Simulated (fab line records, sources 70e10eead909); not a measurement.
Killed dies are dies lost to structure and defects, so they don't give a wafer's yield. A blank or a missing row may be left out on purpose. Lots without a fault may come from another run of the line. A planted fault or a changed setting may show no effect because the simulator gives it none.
fab line records | flow nand_harc
record lots=5 wafers=15 last_day=24
route steps=1159 shown A_STAIRCASE@623
lots that met no fault: from a run of the same line without faults
start_h: hours from the record's first day to the start of the lot's first wafer shown | wait_h: hours since the lot's step before | " the same as in the row above | L1.1+2: a row that stands for several wafers | - no value, or no start given | * or withheld: withheld | < > ~ a bound
route shown NAME@n: a module of which the file shows steps, and the number in the route of the first | usual: mean/standard deviation of fault-free wafers | same: alike in all rows | chamber/n: place in a boat | sites: the reading at each site | _std_site: their standard deviation | _edge_site: outer sites' mean less inner sites' | radius_mm: how far each site lies from the wafer's centre | mask NAME#n: copy n | behind: the tool/chamber that last shaped the wafer | hold: why the lot was held/for how many hours/how that ended | device: the transistor (n, p or np) that didn't switch | end of line: the same wafers' tests at the end of the route | a step without rows: its recipe alone | killed: dies lost to structure and defects at the first sort, not the wafer's yield | map: a wafer's dies, x killed, . not, _ none there
set.NAME: the setting as run; set.NAME@STEP: as run at that earlier step | model.NAME: the simulator's own value behind a step, which no gauge read
lots at some steps of the route; a table a step, a row a wafer
services: from which hour (start_h, from the record's first day; less than 0 if before it) a tool's chamber was out of use, for how many hours, and why
## steps
# step NHARC_A_STAIRCASE_TRIM_229
# recipe time_s=211.2 o2_flow_sccm=500 ar_flow_sccm=0 bias_w=0 chemistry=O2
# usual drypump_motor_current_A=5.6/0.38 oes_product_au=0.994/0.013 rf_vpp_V=58.1/0.91 showerhead_plenum_p_Torr=3.60/0.14 throttle_valve_pct=17.037/0.01
# columns lot.wafer tool chamber start_h wait_h drypump_motor_current_A oes_product_au rf_hours_counter_h rf_vpp_V showerhead_plenum_p_Torr throttle_valve_pct
L080.3 rie_diel-07 0 283.61 0.1 5.3 0.998 20 58.9 3.71 17.047
L080.6 " 0 " " 5.3 0.997 - 59.3 3.71 17.054
L080.5 " 1 " " 5.8 0.990 - 59.0 3.56 17.036
L081.3 rie_diel-06 2 290.19 0.1 5.5 1.028 12 57.4 3.70 17.037
L081.1 " 3 " " 4.8 0.981 13 58.9 3.68 17.058
L081.5 " 2 " " 5.5 1.010 - 57.5 3.70 17.035
L088.4 rie_diel-06 1 333.76 0.1 5.7 0.987 29 58.1 3.43 17.048
L088.2 " 3 " " 4.8 0.984 30 58.0 3.67 17.041
L088.5 " 1 " " 5.6 0.987 - 58.1 3.43 17.034
L090.1 rie_diel-07 2 342.12 0.1 6.3 0.988 41 58.5 3.78 17.044
L090.3 " 1 " " 5.8 0.978 39 59.2 3.55 17.045
L090.6 " 3 " " 5.8 1.027 - 57.8 3.59 17.030
L096.2 rie_diel-06 1 376.45 0.1 5.6 0.980 43 56.8 3.42 17.036
L096.3 " 0 " " 5.7 1.001 45 58.1 3.58 17.050
L096.6 " 1 " " 5.7 0.978 - 59.0 3.42 17.035
# step NHARC_A_STAIRCASE_ETCH_230
# recipe target_depth_a=1000 time_s=40.5 ion_energy_ev=400 c4f8_flow_sccm=20 o2_flow_sccm=10 ar_flow_sccm=withheld rf_w=600 bias_w=1000 chemistry=C4F8/O2
# usual oes_product_au=0.944/0.017 rf_vpp_V=899/4.7
# columns lot.wafer tool chamber start_h wait_h oes_product_au rf_hours_counter_h rf_vpp_V
L080.3 rie_diel-07 3 - - 0.946 20 900
L080.6 " 1 " " 0.925 - 898
L080.5 " 2 " " 0.921 - 906
L081.3 rie_diel-06 2 - - 0.981 12 902
L081.1 " 0 " " 0.973 14 899
L081.5 " 3 " " 0.956 - 901
L088.4 rie_diel-06 3 - - 0.944 30 902
L088.2 " 0 " " 0.940 31 897
L088.5 " 0 " " 0.949 - 897
L090.1 rie_diel-07 0 - - 0.920 39 902
L090.3 " 3 " " 0.931 40 900
L090.6 " 0 " " 0.928 - 902
L096.3 rie_diel-06 0 - - 0.955 45 896
L096.2 " 1 " " 0.931 43 891
L096.6 " 0 " " 0.947 - 896
# step NHARC_A_STAIRCASE_TRIM_231
# recipe time_s=211.2 o2_flow_sccm=500 ar_flow_sccm=0 bias_w=0 chemistry=O2
# usual drypump_motor_current_A=5.6/0.38 oes_product_au=0.994/0.014 rf_vpp_V=58.0/1 showerhead_plenum_p_Torr=3.60/0.13 throttle_valve_pct=17.037/0.0087
# columns lot.wafer tool chamber start_h wait_h drypump_motor_current_A oes_product_au rf_hours_counter_h rf_vpp_V showerhead_plenum_p_Torr throttle_valve_pct
L080.3 rie_diel-07 1 - - 5.8 0.980 19 56.8 3.56 17.034
L080.6 " 1 " " 5.9 0.993 - 58.1 3.56 17.040
L080.5 " 2 " " 6.3 0.987 - 57.8 3.80 17.032
L081.3 rie_diel-06 1 - - 5.7 0.984 15 56.9 3.44 17.042
L081.1 " 0 " " 5.7 1.011 14 57.6 3.60 17.042
L081.5 " 1 " " 5.7 0.984 - 58.3 3.44 17.045
L088.2 rie_diel-06 3 - - 4.8 0.994 30 58.0 3.67 17.033
L088.4 " 2 " " 5.5 1.012 27 57.1 3.69 17.035
L088.5 " 0 " " 5.7 1.004 - 57.6 3.59 17.040
L090.3 rie_diel-07 1 - - 5.9 0.984 39 57.4 3.55 17.021
L090.1 " 3 " " 5.8 1.008 40 58.9 3.59 17.035
L090.6 " 0 " " 5.3 0.984 - 58.8 3.70 17.025
L096.3 rie_diel-06 3 - - 4.8 0.989 45 57.2 3.66 17.025
L096.2 " 2 " " 5.5 1.009 42 59.9 3.69 17.031
L096.6 " 3 " " 4.8 0.991 - 59.2 3.66 17.037
# step NHARC_A_STAIRCASE_ETCH_232
# recipe target_depth_a=1000 time_s=40.5 ion_energy_ev=400 c4f8_flow_sccm=20 o2_flow_sccm=10 ar_flow_sccm=withheld rf_w=600 bias_w=1000 chemistry=C4F8/O2
# usual oes_product_au=0.940/0.015 rf_vpp_V=898/4.7
# columns lot.wafer tool chamber start_h wait_h oes_product_au rf_hours_counter_h rf_vpp_V
L080.3 rie_diel-07 0 - - 0.938 20 902
L080.6 " 0 " " 0.927 - 901
L080.5 " 1 " " 0.931 - 897
L081.3 rie_diel-06 2 - - 0.973 12 901
L081.1 " 1 " " 0.930 15 891
L081.5 " 2 " " 0.961 - 902
L088.4 rie_diel-06 3 - - 0.946 30 901
L088.2 " 2 " " 0.943 27 901
L088.5 " 3 " " 0.942 - 901
L090.1 rie_diel-07 2 - - 0.916 41 905
L090.3 " 3 " " 0.936 40 898
L090.6 " 2 " " 0.920 - 906
L096.3 rie_diel-06 3 - - 0.930 45 901
L096.2 " 1 " " 0.911 43 893
L096.6 " 3 " " 0.926 - 902
# step NHARC_A_STAIRCASE_TRIM_233
# recipe time_s=211.2 o2_flow_sccm=500 ar_flow_sccm=0 bias_w=0 chemistry=O2
# usual drypump_motor_current_A=5.6/0.4 oes_product_au=0.996/0.012 rf_vpp_V=58.0/0.93 showerhead_plenum_p_Torr=3.60/0.14 throttle_valve_pct=17.037/0.0094
# columns lot.wafer tool chamber start_h wait_h drypump_motor_current_A oes_product_au rf_hours_counter_h rf_vpp_V showerhead_plenum_p_Torr throttle_valve_pct
L080.3 rie_diel-07 1 - - 5.9 0.983 19 58.3 3.56 17.019
L080.5 " 1 " " 5.9 0.983 - 57.6 3.56 17.042
L080.6 " 2 " " 6.3 0.973 - 57.3 3.80 17.035
L081.1 rie_diel-06 1 - - 5.7 0.992 15 56.8 3.44 17.028
L081.3 " 2 " " 5.5 1.025 12 58.2 3.70 17.049
L081.5 " 3 " " 4.8 0.985 - 57.8 3.68 17.022
L088.2 rie_diel-06 3 - - 4.8 0.993 30 59.5 3.67 17.043
L088.4 " 2 " " 5.5 1.014 28 58.3 3.69 17.035
L088.5 " 3 " " 4.8 0.990 - 57.8 3.67 17.047
L090.1 rie_diel-07 2 - - 6.3 0.995 41 58.7 3.78 17.037
L090.3 " 3 " " 5.7 1.015 40 58.6 3.59 17.041
L090.6 " 2 " " 6.3 0.987 - 59.3 3.78 17.050
L096.3 rie_diel-06 1 - - 5.7 0.979 43 59.2 3.42 17.036
L096.2 " 3 " " 4.8 0.994 45 57.2 3.66 17.047
L096.6 " 0 " " 5.6 0.997 - 58.4 3.58 17.035
# step NHARC_A_STAIRCASE_ETCH_234
# recipe target_depth_a=1000 time_s=40.5 ion_energy_ev=400 c4f8_flow_sccm=20 o2_flow_sccm=10 ar_flow_sccm=withheld rf_w=600 bias_w=1000 chemistry=C4F8/O2
# usual oes_product_au=0.939/0.014 rf_vpp_V=898/4.9
# columns lot.wafer tool chamber start_h wait_h oes_product_au rf_hours_counter_h rf_vpp_V
L080.3 rie_diel-07 3 - - 0.961 20 898
L080.6 " 3 " " 0.954 - 898
L080.5 " 0 " " 0.937 - 903
L081.3 rie_diel-06 0 - - 0.950 15 899
L081.1 " 1 " " 0.933 15 892
L081.5 " 2 " " 0.957 - 902
L088.4 rie_diel-06 0 - - 0.940 31 898
L088.2 " 1 " " 0.932 29 892
L088.5 " 0 " " 0.941 - 899
L090.1 rie_diel-07 3 - - 0.952 40 899
L090.3 " 0 " " 0.932 39 902
L090.6 " 2 " " 0.931 - 906
L096.3 rie_diel-06 1 - - 0.907 44 892
L096.2 " 3 " " 0.939 45 900
L096.6 " 0 " " 0.930 - 897
# step NHARC_A_STAIRCASE_TRIM_235
# recipe time_s=211.2 o2_flow_sccm=500 ar_flow_sccm=0 bias_w=0 chemistry=O2
# usual drypump_motor_current_A=5.6/0.38 oes_product_au=0.995/0.012 rf_vpp_V=58.0/0.87 showerhead_plenum_p_Torr=3.60/0.14 throttle_valve_pct=17.036/0.0091
# columns lot.wafer tool chamber start_h wait_h drypump_motor_current_A oes_product_au rf_hours_counter_h rf_vpp_V showerhead_plenum_p_Torr throttle_valve_pct
L080.3 rie_diel-07 0 - - 5.3 0.987 20 56.3 3.71 17.042
L080.6 " 3 " " 5.7 1.010 - 57.9 3.60 17.050
L080.5 " 0 " " 5.3 0.981 - 57.4 3.71 17.039
L081.1 rie_diel-06 0 - - 5.7 1.009 15 58.7 3.60 17.048
L081.3 " 3 " " 4.8 0.994 14 58.1 3.68 17.050
L081.5 " 0 " " 5.7 1.006 - 58.2 3.60 17.030
L088.2 rie_diel-06 0 - - 5.7 1.012 31 57.2 3.59 17.027
L088.4 " 1 " " 5.7 0.986 29 58.3 3.43 17.045
L088.5 " 2 " " 5.5 1.009 - 59.2 3.69 17.037
L090.3 rie_diel-07 3 - - 5.8 1.016 40 58.3 3.59 17.031
L090.1 " 1 " " 5.9 0.982 40 57.9 3.55 17.024
L090.6 " 0 " " 5.3 0.987 - 57.5 3.70 17.037
L096.2 rie_diel-06 2 - - 5.5 0.995 43 57.6 3.68 17.026
L096.3 " 0 " " 5.6 1.000 45 57.1 3.58 17.033
L096.6 " 2 " " 5.5 1.007 - 59.1 3.68 17.037
# step NHARC_A_STAIRCASE_ETCH_236
# recipe target_depth_a=1000 time_s=40.5 ion_energy_ev=400 c4f8_flow_sccm=20 o2_flow_sccm=10 ar_flow_sccm=withheld rf_w=600 bias_w=1000 chemistry=C4F8/O2
# usual oes_product_au=0.938/0.016 rf_vpp_V=898/4.9
# columns lot.wafer tool chamber start_h wait_h oes_product_au rf_hours_counter_h rf_vpp_V
L080.3 rie_diel-07 3 - - 0.961 21 900
L080.5 " 2 " " 0.917 - 904
L080.6 " 3 " " 0.954 - 898
L081.3 rie_diel-06 0 - - 0.948 15 900
L081.1 " 3 " " 0.943 14 902
L081.5 " 0 " " 0.945 - 899
L088.4 rie_diel-06 3 - - 0.937 30 902
L088.2 " 0 " " 0.951 31 898
L088.5 " 1 " " 0.950 - 893
L090.3 rie_diel-07 0 - - 0.937 39 903
L090.1 " 3 " " 0.953 41 899
L090.6 " 0 " " 0.941 - 902
L096.3 rie_diel-06 2 - - 0.939 43 900
L096.2 " 3 " " 0.931 45 900
L096.6 " 1 " " 0.906 - 891
# step NHARC_A_STAIRCASE_STRIP_238
# recipe power_w=1500 temp_c=250 chemistry=O2
# usual drypump_motor_current_A=5.8/0.32 heater_power_w=352/30
# columns lot.wafer tool chamber start_h wait_h drypump_motor_current_A heater_power_w rf_hours_counter_h
L080.3 plasma_asher-02 0 284.87 0.2 5.3 328 -
L080.5 " 0 " " 5.2 322 -
L080.6 " 1 " " 5.5 373 -
L081.1 plasma_asher-01 1 291.24 0.1 6.0 327 2
L081.3 " 1 " " 6.1 327 -
L081.5 " 0 " " 5.9 370 -
L088.2 plasma_asher-01 1 334.91 0.1 6.1 324 16
L088.4 " 1 " " 6.1 334 -
L088.5 " 1 " " 6.1 322 -
L090.1 plasma_asher-02 0 343.56 0.1 5.3 330 53
L090.3 " 0 " " 5.3 331 -
L090.6 " 1 " " 5.5 380 -
L096.2 plasma_asher-01 1 377.70 0.1 6.0 318 34
L096.3 " 0 " " 6.0 381 -
L096.6 " 1 " " 6.1 330 -
# step NHARC_A_STAIRCASE_STRIP_239
# recipe time_s=900 temp_c=130 chemistry=SPM
# columns lot.wafer tool chamber start_h wait_h
L080.6+3+5 wet_bench-07 5,6,7 285.13 0.1
L081.1+5+3 wet_bench-04 1,2,6 291.59 0.3
L088.4+5+2 wet_bench-07 0,2,4 335.22 0.2
L090.3+1+6 wet_bench-07 1,4,5 343.91 0.2
L096.6+3+2 wet_bench-02 7,0,1 378.00 0.1
# step NHARC_A_STAIRCASE_PRECLEAN_240
# recipe time_s=* temp_c=50 bath_age_min=0 chemistry=SC1
# columns lot.wafer tool chamber start_h wait_h
L080.6+3+5 wet_bench-07 5,6,7 - -
L081.1+5+3 wet_bench-04 1,2,6 - -
L088.4+5+2 wet_bench-07 0,2,4 - -
L090.3+1+6 wet_bench-07 1,4,5 - -
L096.6+3+2 wet_bench-02 7,0,1 - -
# step NHARC_A_STAIRCASE_SRD_241
# columns lot.wafer tool chamber start_h wait_h
L080.6+3+5 wet_bench-07 5,6,7 - -
L081.1+5+3 wet_bench-04 1,2,6 - -
L088.4+5+2 wet_bench-07 0,2,4 - -
L090.3+1+6 wet_bench-07 1,4,5 - -
L096.6+3+2 wet_bench-02 7,0,1 - -
# step NHARC_A_STAIRCASE_DEHYDRATE_242
# recipe temp_c=150 time_s=120
# columns lot.wafer tool chamber start_h wait_h
L080.3+5+6 litho_track-07 0 285.58 -
L081.1+3+5 litho_track-05 0 292.05 -
L088.2+4+5 litho_track-05 0 335.67 -
L090.1+3+6 litho_track-05 0 344.36 -
L096.2+3+6 litho_track-07 0 378.46 -
# step NHARC_A_STAIRCASE_HMDS_243
# recipe time_s=30
# columns lot.wafer tool chamber start_h wait_h
L080.3+5+6 litho_track-07 0 - -
L081.1+3+5 litho_track-05 0 - -
L088.2+4+5 litho_track-05 0 - -
L090.1+3+6 litho_track-05 0 - -
L096.2+3+6 litho_track-07 0 - -
# step NHARC_A_STAIRCASE_COAT_244
# recipe spin_rpm=1200
# columns lot.wafer tool chamber start_h wait_h
L080.3+5+6 litho_track-07 0 - -
L081.1+3+5 litho_track-05 0 - -
L088.2+4+5 litho_track-05 0 - -
L090.1+3+6 litho_track-05 0 - -
L096.2+3+6 litho_track-07 0 - -
# step NHARC_A_STAIRCASE_SOFTBAKE_245
# recipe temp_c=135 time_s=170
# columns lot.wafer tool chamber start_h wait_h
L080.3+5+6 litho_track-07 0 - -
L081.1+3+5 litho_track-05 0 - -
L088.2+4+5 litho_track-05 0 - -
L090.1+3+6 litho_track-05 0 - -
L096.2+3+6 litho_track-07 0 - -
# step NHARC_A_STAIRCASE_EBR_246
# columns lot.wafer tool chamber start_h wait_h
L080.3+5+6 litho_track-07 0 - -
L081.1+3+5 litho_track-05 0 - -
L088.2+4+5 litho_track-05 0 - -
L090.1+3+6 litho_track-05 0 - -
L096.2+3+6 litho_track-07 0 - -
# step NHARC_A_STAIRCASE_EXPOSE_247
# recipe na=0.5 dose_mj=25.34 mask_id=SDS_1
# columns lot.wafer tool chamber start_h wait_h mask
L080.3+5+6 krf_scanner-03 0 285.92 - SDS_1#0
L081.1+3+5 krf_scanner-03 0 292.39 - SDS_1#0
L088.2+4+5 krf_scanner-03 0 335.88 - SDS_1#0
L090.1+3+6 krf_scanner-03 0 344.57 - SDS_1#0
L096.2+3+6 krf_scanner-02 0 378.80 - SDS_1#0
# step NHARC_A_STAIRCASE_PEB_248
# recipe peb_temp_c=115 peb_time_s=130
# columns lot.wafer tool chamber start_h wait_h
L080.3+5+6 litho_track-05 0 285.98 0.1
L081.1+3+5 litho_track-05 0 292.45 0.1
L088.2+4+5 litho_track-03 0 335.94 0.1
L090.1+3+6 litho_track-05 0 344.63 0.1
L096.2+3+6 litho_track-05 0 378.86 0.1
# step NHARC_A_STAIRCASE_DEVELOP_249
# recipe time_s=140
# columns lot.wafer tool chamber start_h wait_h
L080.3+5+6 litho_track-05 0 - -
L081.1+3+5 litho_track-05 0 - -
L088.2+4+5 litho_track-03 0 - -
L090.1+3+6 litho_track-05 0 - -
L096.2+3+6 litho_track-05 0 - -
# step NHARC_A_STAIRCASE_HARDBAKE_251
# recipe temp_c=120 time_s=140
# columns lot.wafer tool chamber start_h wait_h
L080.3+5+6 litho_track-05 0 286.21 -
L081.1+3+5 litho_track-05 0 292.67 -
L088.2+4+5 litho_track-07 0 336.18 -
L090.1+3+6 litho_track-07 0 344.85 -
L096.2+3+6 litho_track-03 0 379.08 -
# step NHARC_A_STAIRCASE_DESCUM_252
# recipe time_s=3 o2_flow_sccm=200 ar_flow_sccm=0 bias_power_w=0 chemistry=O2
# usual drypump_motor_current_A=5.6/0.38 oes_product_au=0.997/0.013 rf_vpp_V=57.9/0.8 showerhead_plenum_p_Torr=1.95/0.078 throttle_valve_pct=11.313/0.01
# columns lot.wafer tool chamber start_h wait_h drypump_motor_current_A oes_product_au rf_hours_counter_h rf_vpp_V showerhead_plenum_p_Torr throttle_valve_pct
L080.3 rie_diel-06 0 286.34 - 5.7 1.000 13 57.4 1.95 11.319
L080.6 " 3 " " 4.8 0.980 - 57.8 2.00 11.300
L080.5 " 0 " " 5.7 0.996 - 58.3 1.95 11.322
L081.1 rie_diel-06 1 292.76 - 5.7 0.977 16 57.7 1.86 11.317
L081.3 " 3 " " 4.8 0.985 14 57.6 2.00 11.308
L081.5 " 1 " " 5.7 0.978 - 57.4 1.86 11.306
L088.2 rie_diel-06 1 336.27 - 5.7 0.985 29 56.7 1.86 11.315
L088.4 " 0 " " 5.6 0.996 32 58.1 1.95 11.299
L088.5 " 1 " " 5.6 0.978 - 58.5 1.86 11.312
L090.1 rie_diel-06 2 344.95 - 5.5 0.999 31 57.4 2.01 11.311
L090.3 " 0 " " 5.6 1.021 35 58.4 1.95 11.308
L090.6 " 1 " " 5.7 0.986 - 57.0 1.86 11.314
L096.2 rie_diel-06 3 379.18 - 4.8 0.994 46 57.7 1.99 11.317
L096.3 " 2 " " 5.5 1.007 43 58.1 2.00 11.310
L096.6 " 3 " " 4.8 1.001 - 57.7 1.99 11.307
# step NHARC_A_STAIRCASE_ETCH_253
# recipe target_depth_a=500 time_s=20.2 ion_energy_ev=400 c4f8_flow_sccm=20 o2_flow_sccm=10 ar_flow_sccm=withheld rf_w=600 bias_w=1000 chemistry=C4F8/O2
# usual oes_product_au=0.949/0.022 rf_vpp_V=898/5
# columns lot.wafer tool chamber start_h wait_h oes_product_au rf_hours_counter_h rf_vpp_V
L080.3 rie_diel-06 0 286.58 0.2 0.920 13 899
L080.5 " 2 " " 0.937 - 902
L080.6 " 3 " " 0.918 - 900
L081.3 rie_diel-06 3 292.85 0.1 0.959 14 901
L081.1 " 1 " " 0.929 16 894
L081.5 " 3 " " 0.961 - 902
L088.2 rie_diel-06 3 336.37 0.1 0.975 31 902
L088.4 " 0 " " 0.986 32 897
L088.5 " 2 " " 0.966 - 902
L090.3 rie_diel-06 3 345.03 0.1 0.962 34 902
L090.1 " 1 " " 0.929 33 892
L090.6 " 3 " " 0.961 - 902
L096.3 rie_diel-06 1 379.34 0.1 0.917 45 892
L096.2 " 3 " " 0.923 46 901
L096.6 " 2 " " 0.936 - 902
# step NHARC_A_STAIRCASE_STRIP_254
# recipe power_w=1500 temp_c=250 chemistry=O2
# usual drypump_motor_current_A=5.7/0.33 heater_power_w=351/28
# columns lot.wafer tool chamber start_h wait_h drypump_motor_current_A heater_power_w rf_hours_counter_h
L080.3 plasma_asher-02 0 286.95 - 5.2 324 -
L080.6 " 1 " " 5.5 371 -
L080.5 " 0 " " 5.2 323 -
L081.1 plasma_asher-01 0 292.98 - 6.0 384 3
L081.3 " 1 " " 6.1 326 -
L081.5 " 0 " " 6.0 375 -
L088.2 plasma_asher-01 1 336.49 - 6.1 327 16
L088.4 " 0 " " 6.0 388 -
L088.5 " 0 " " 5.9 384 -
L090.1 plasma_asher-02 1 345.16 - 5.5 369 53
L090.3 " 1 " " 5.5 370 -
L090.6 " 0 " " 5.3 322 -
L096.2 plasma_asher-01 0 379.43 - 5.9 380 34
L096.3 " 1 " " 6.0 323 -
L096.6 " 0 " " 5.9 376 -
# step NHARC_A_STAIRCASE_STRIP_255
# recipe time_s=900 temp_c=130 chemistry=SPM
# columns lot.wafer tool chamber start_h wait_h
L080.3+5+6 wet_bench-04 5,1,2 287.16 0.2
L081.1+3+5 wet_bench-07 0,3,4 293.29 0.3
L088.5+4+2 wet_bench-07 4,6,7 336.80 0.1
L090.1+3+6 wet_bench-02 4,5,7 345.48 0.3
L096.3+6+2 wet_bench-02 6,7,2 379.78 0.2
# step NHARC_A_STAIRCASE_PRECLEAN_256
# recipe time_s=* temp_c=50 bath_age_min=0 chemistry=SC1
# columns lot.wafer tool chamber start_h wait_h
L080.3+5+6 wet_bench-04 5,1,2 - -
L081.1+3+5 wet_bench-07 0,3,4 - -
L088.5+4+2 wet_bench-07 4,6,7 - -
L090.1+3+6 wet_bench-02 4,5,7 - -
L096.3+6+2 wet_bench-02 6,7,2 - -
# step NHARC_A_STAIRCASE_SRD_257
# columns lot.wafer tool chamber start_h wait_h
L080.3+5+6 wet_bench-04 5,1,2 - -
L081.1+3+5 wet_bench-07 0,3,4 - -
L088.5+4+2 wet_bench-07 4,6,7 - -
L090.1+3+6 wet_bench-02 4,5,7 - -
L096.3+6+2 wet_bench-02 6,7,2 - -
# step NHARC_A_STAIRCASE_HM_DEP_456
# recipe target_thk_a=15000 temp_c=400 material=aC
# usual throttle_valve_pct=34.998/0.0089
# columns lot.wafer tool chamber start_h wait_h throttle_valve_pct
L080.3 acl_dep-02 0 289.44 - 34.997
L080.5 " 0 " " 35.012
L080.6 " 0 " " 34.998
L081.1 acl_dep-03 0 295.73 - 34.989
L081.3 " 0 " " 35.009
L081.5 " 0 " " 34.993
L088.2 acl_dep-03 0 337.57 - 35.000
L088.4 " 0 " " 35.001
L088.5 " 0 " " 35.012
L090.1 acl_dep-02 0 347.13 - 34.995
L090.3 " 0 " " 35.015
L090.6 " 0 " " 34.992
L096.2 acl_dep-02 0 380.54 - 35.019
L096.3 " 0 " " 34.986
L096.6 " 0 " " 35.002
# step NHARC_A_STAIRCASE_DEP_259
# recipe target_thk_a=300 target_thk_nm=30 temp_c=400 pressure_torr=3.5 flow_sccm=200 rf_w=350 material=SiON
# usual chamber_pressure_Torr=3.500/0.008 heater_power_w=713/100 showerhead_vpp_V=1130/56
# columns lot.wafer tool chamber start_h wait_h chamber_pressure_Torr heater_power_w showerhead_vpp_V
L080.3 pecvd-02 1 290.68 0.9 3.512 727 1065
L080.5 " 1 " " 3.507 719 1071
L080.6 " 2 " " 3.502 667 1100
L081.3 pecvd-02 0 297.82 1.2 3.499 713 1149
L081.1 " 1 " " 3.489 848 1080
L081.5 " 0 " " 3.498 685 1148
L088.2 pecvd-04 1 339.16 1.3 3.496 682 1192
L088.4 " 0 " " 3.504 611 1169
L088.5 " 2 " " 3.513 958 1204
L090.3 pecvd-03 0 349.02 1.0 3.485 758 1196
L090.1 " 1 " " 3.503 679 1119
L090.6 " 2 " " 3.494 590 1050
L096.3 pecvd-02 0 382.08 0.9 3.506 753 1170
L096.2 " 1 " " 3.512 836 1068
L096.6 " 0 " " 3.505 736 1146
# step NHARC_A_STAIRCASE_DEHYDRATE_281
# recipe temp_c=150 time_s=120
# columns lot.wafer tool chamber start_h wait_h
L080.3+5+6 litho_track-05 0 290.95 0.2
L081.1+3+5 litho_track-03 0 298.09 0.2
L088.2+4+5 litho_track-03 0 339.40 0.2
L090.1+3+6 litho_track-07 0 349.29 0.2
L096.2+3+6 litho_track-07 0 382.35 0.2
# step NHARC_A_STAIRCASE_HMDS_282
# recipe time_s=30
# columns lot.wafer tool chamber start_h wait_h
L080.3+5+6 litho_track-05 0 - -
L081.1+3+5 litho_track-03 0 - -
L088.2+4+5 litho_track-03 0 - -
L090.1+3+6 litho_track-07 0 - -
L096.2+3+6 litho_track-07 0 - -
# step NHARC_A_STAIRCASE_COAT_283
# recipe spin_rpm=1200
# columns lot.wafer tool chamber start_h wait_h
L080.3+5+6 litho_track-05 0 - -
L081.1+3+5 litho_track-03 0 - -
L088.2+4+5 litho_track-03 0 - -
L090.1+3+6 litho_track-07 0 - -
L096.2+3+6 litho_track-07 0 - -
# step NHARC_A_STAIRCASE_SOFTBAKE_284
# recipe temp_c=135 time_s=170
# columns lot.wafer tool chamber start_h wait_h
L080.3+5+6 litho_track-05 0 - -
L081.1+3+5 litho_track-03 0 - -
L088.2+4+5 litho_track-03 0 - -
L090.1+3+6 litho_track-07 0 - -
L096.2+3+6 litho_track-07 0 - -
# step NHARC_A_STAIRCASE_EBR_285
# columns lot.wafer tool chamber start_h wait_h
L080.3+5+6 litho_track-05 0 - -
L081.1+3+5 litho_track-03 0 - -
L088.2+4+5 litho_track-03 0 - -
L090.1+3+6 litho_track-07 0 - -
L096.2+3+6 litho_track-07 0 - -
# step NHARC_A_STAIRCASE_EXPOSE_286
# recipe na=0.5 dose_mj=25.01 mask_id=CHOP_100
# columns lot.wafer tool chamber start_h wait_h mask
L080.3+5+6 krf_scanner-03 0 291.17 - CHOP_100#0
L081.1+3+5 krf_scanner-03 0 298.43 - CHOP_100#0
L088.2+4+5 krf_scanner-04 0 339.73 - CHOP_100#0
L090.1+3+6 krf_scanner-02 0 349.62 - CHOP_100#0
L096.2+3+6 krf_scanner-04 0 382.69 - CHOP_100#0
# step NHARC_A_STAIRCASE_PEB_287
# recipe peb_temp_c=115 peb_time_s=130
# columns lot.wafer tool chamber start_h wait_h
L080.3+5+6 litho_track-07 0 291.22 0.1
L081.1+3+5 litho_track-05 0 298.49 0.1
L088.2+4+5 litho_track-05 0 339.80 0.1
L090.1+3+6 litho_track-05 0 349.69 0.1
L096.2+3+6 litho_track-07 0 382.75 0.1
# step NHARC_A_STAIRCASE_DEVELOP_288
# recipe time_s=140
# columns lot.wafer tool chamber start_h wait_h
L080.3+5+6 litho_track-07 0 - -
L081.1+3+5 litho_track-05 0 - -
L088.2+4+5 litho_track-05 0 - -
L090.1+3+6 litho_track-05 0 - -
L096.2+3+6 litho_track-07 0 - -
# step NHARC_A_STAIRCASE_HARDBAKE_290
# recipe temp_c=120 time_s=140
# columns lot.wafer tool chamber start_h wait_h
L080.3+5+6 litho_track-03 0 291.45 -
L081.1+3+5 litho_track-07 0 298.71 -
L088.2+4+5 litho_track-05 0 340.02 -
L090.1+3+6 litho_track-05 0 349.91 -
L096.2+3+6 litho_track-07 0 382.98 -
# step NHARC_A_STAIRCASE_DESCUM_291
# recipe time_s=3 o2_flow_sccm=200 ar_flow_sccm=0 bias_power_w=0 chemistry=O2
# usual drypump_motor_current_A=5.6/0.4 oes_product_au=0.996/0.013 rf_vpp_V=58.0/0.92 showerhead_plenum_p_Torr=1.95/0.079 throttle_valve_pct=11.311/0.0089
# columns lot.wafer tool chamber start_h wait_h drypump_motor_current_A oes_product_au rf_hours_counter_h rf_vpp_V showerhead_plenum_p_Torr throttle_valve_pct
L080.3 rie_diel-06 2 291.56 - 5.5 1.009 12 57.5 2.02 11.323
L080.6 " 3 " " 4.8 0.983 - 58.1 2.00 11.315
L080.5 " 0 " " 5.6 1.016 - 57.1 1.95 11.315
L081.3 rie_diel-06 2 298.80 - 5.5 1.011 15 58.1 2.01 11.299
L081.1 " 0 " " 5.6 1.004 17 58.3 1.95 11.309
L081.5 " 2 " " 5.5 1.014 - 58.2 2.01 11.309
L088.2 rie_diel-06 1 340.10 - 5.6 0.988 31 57.8 1.86 11.314
L088.4 " 1 " " 5.6 0.993 - 57.1 1.86 11.287
L088.5 " 2 " " 5.5 1.013 - 60.0 2.01 11.303
L090.1 rie_diel-13 1 350.01 - 6.1 0.972 25 57.2 1.91 11.322
L090.3 " 2 " " 5.3 0.985 14 57.7 1.88 11.317
L090.6 " 0 " " 5.9 0.976 - 58.3 2.07 11.316
L096.2 rie_diel-06 0 383.07 - 5.6 0.995 48 56.6 1.94 11.310
L096.3 " 1 " " 5.6 0.982 46 56.9 1.85 11.305
L096.6 " 0 " " 5.7 1.003 - 58.4 1.94 11.302
## services
# columns tool chamber start_h hours kind
wet_bench-07 - 272.05 8.0 pm
rie_diel-13 - 276.13 9.0 pm
plasma_asher-01 - 276.40 9.0 pm
krf_scanner-02 - 278.42 10.2 repair
rie_diel-13 2 286.64 8.8 repair
krf_scanner-02 - 295.99 2.6 repair
krf_scanner-04 - 298.00 4.0 pm
rie_diel-06 1 303.21 7.4 repair
rie_diel-07 1 304.31 1.4 repair
krf_scanner-04 - 305.05 4.5 repair
pecvd-02 - 312.42 0.8 repair
rie_diel-06 - 323.32 2.1 repair
rie_diel-07 - 325.65 0.8 repair
pecvd-02 - 335.20 13.0 pm
rie_diel-06 0 338.06 2.3 repair
wet_bench-04 - 339.34 8.0 pm
krf_scanner-03 - 340.00 4.0 pm
acl_dep-02 - 350.86 13.0 pm
wet_bench-04 - 354.28 1.1 repair
wet_bench-02 - 356.00 8.0 pm
plasma_asher-02 - 360.32 9.0 pm
litho_track-07 - 364.03 7.0 pm
krf_scanner-04 - 365.15 0.1 repair
krf_scanner-02 - 382.00 4.0 pm
## key
fault none
